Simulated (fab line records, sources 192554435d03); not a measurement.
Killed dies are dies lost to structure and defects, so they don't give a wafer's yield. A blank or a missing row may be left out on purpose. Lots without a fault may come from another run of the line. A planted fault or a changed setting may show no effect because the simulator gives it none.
Chamber matching | flow n5_finfet | N5_BEOL_M5_ETCH_62 on rie_diel-03: 4 sister chambers
The step etches SOC in N2/H2, target depth 75 nm, overetch 15 nm, time 112.5 s. 4 wafers are shown with their chamber, then 8 later ones without.

WAFERS WITH THEIR CHAMBER
wafer  | chamber | drypump_motor_current_A (A)
L089.1 | 3       | 5.4
L092.1 | 0       | 5.5
L092.2 | 2       | 4.8
L093.1 | 1       | 5.5

WAFERS WITHOUT THEIR CHAMBER
wafer  | drypump_motor_current_A (A)
L093.2 | 5.6
L093.4 | 4.9
L094.2 | 5.5
L094.4 | 5.4
L094.6 | 5.5
L095.1 | 4.8
L095.4 | 5.5
L095.6 | 5.3

WHICH CHAMBER EACH WENT THROUGH
wafer  | from the rows above          | in truth
L093.2 | can't be placed: 0 or 1 or 3 | 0
L093.4 | 2                            | 2
L094.2 | can't be placed: 0 or 1 or 3 | 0
L094.4 | can't be placed: 3 or 0 or 1 | 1
L094.6 | can't be placed: 0 or 1 or 3 | 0
L095.1 | 2                            | 2
L095.4 | can't be placed: 0 or 1 or 3 | 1
L095.6 | can't be placed: 3 or 0 or 1 | 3
Placed correctly: 2 of 8. Can't be placed from these rows: 6 (the true chamber is among the candidates in 6). Placed wrongly: 0.
How it was worked out, from the rows above alone: a wafer's distance from a chamber is the root of the sum, over the readings, of the square of ((its reading less the chamber's mean) divided by the reading's scatter). The wafer belongs to the nearest chamber; if the next one is less than 2 further off, it can't be placed. A chamber's mean is the mean of its shown wafers. The scatter: with one shown wafer a chamber, the root of the mean of the squares of how far each hidden wafer lies from its nearest shown one.
